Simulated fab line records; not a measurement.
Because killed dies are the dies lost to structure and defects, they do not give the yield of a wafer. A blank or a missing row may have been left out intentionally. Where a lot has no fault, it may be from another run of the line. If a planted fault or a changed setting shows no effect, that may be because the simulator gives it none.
8D (eight disciplines) problem report, filled in by code | flow n5 finfet | the parts of the form that need people (team, actions taken, sign-off) are left out

## 1. THE PROBLEM
At N5_MIM_BOT_ETCH_ETCH_03, rf fwd power W averages 1274.1 W over 9 wafers from 3 lots, while fault-free wafers read 794.4 W, standard deviation 2.3. So: +99 or more standard deviations from the usual mean.
The step: etches the open film in Cl2/BCl3, target depth 12 nm.
First seen on wafer L486.1, day 14 12:29, on rie metal-02. At this step, 21 wafers from 7 lots have a number in the record. By rule, "out" or "out of limits" means more than 4 standard deviations away from the usual mean. The rest of the wafers with a number are treated as sound.

## 2. WHAT IT IS AND WHAT IT IS NOT
question                    | is                     | is not
which readings at this step | rf fwd power W         | drypump motor current A, throttle valve pct
which lots                  | L485, L486, L488       | L478, L479, L496, L501
which wafers of those lots  | all that have a number | -
read on which tools         | rie metal-02           | rie metal-01, rie metal-03
when                        | from day 14 12:29      | up to then (6 sound wafers); but 6 sound wafers of L496, L501 came after

## 3. WHAT RULES OUT EACH SUSPECT
Counting: a tool at any process step up to the reading remains a suspect when it ran all the lots that are out and ran no sound lot after the first of those.
- rie diel-01 at N5_MIM_BOT_LITHO_DESCUM_10 (chemistry O2, time 7.9 s): kept. Every lot that is out went through it, starting with L486 (day 14 12:20), and after that it ran no sound lot; the last sound lot it ran before then is L478 (day 12 12:18).
- rie diel-01 at N5_MIM_BOT_ETCH_ETCH_04 (etches SiNx in CF4/O2, target depth 26 nm, time 13 s): kept. Every lot that is out went through it, starting with L486 (day 14 12:24), and after that it ran no sound lot; the last sound lot it ran before then is L478 (day 12 12:22).
- rie metal-02 at N5_MIM_BOT_ETCH_ETCH_03 (etches the open film in Cl2/BCl3, target depth 12 nm): kept. Every lot that is out went through it, starting with L486 (day 14 12:29), and after that it ran no sound lot; the last sound lot it ran before then is L478 (day 12 12:27). Out on those wafers are its own readings of rf fwd power W.
Left after counting: rie diel-01 at N5_MIM_BOT_LITHO_DESCUM_10, rie diel-01 at N5_MIM_BOT_ETCH_ETCH_04, rie metal-02 at N5_MIM_BOT_ETCH_ETCH_03.

## 4. THE CAUSE (what the simulator had put in)
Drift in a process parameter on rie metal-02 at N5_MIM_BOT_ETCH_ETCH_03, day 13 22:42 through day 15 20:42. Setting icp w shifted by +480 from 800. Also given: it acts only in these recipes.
Counting leaves 3 suspects; this tool is one of them.

## 5. SEQUENCE OF EFFECTS, ordered by route
Each row: a reading where the mean over the struck wafers with a number is more than 3 standard deviations away from the usual. Only readings whose record carries a usual standard deviation are examined. hours: median over the lots of the time between each lot's start at the first step of this table that gives one and its start at this step. sigmas: the change, counted in usual standard deviations.
hours | step                    | reading        | usual   | on struck wafers | change | sigmas
0     | N5_MIM_BOT_ETCH_ETCH_03 | rf fwd power W | 794.4 W | 1274.1           | +479.7 | +99 or more
Process steps it contains:
- N5_MIM_BOT_ETCH_ETCH_03: etches the open film in Cl2/BCl3, target depth 12 nm.

## 6. WHAT WOULD HAVE CAUGHT IT SOONER
In this record the first reading out of limits was taken at day 14 12:29, 14 hours after the fault began at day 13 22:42.
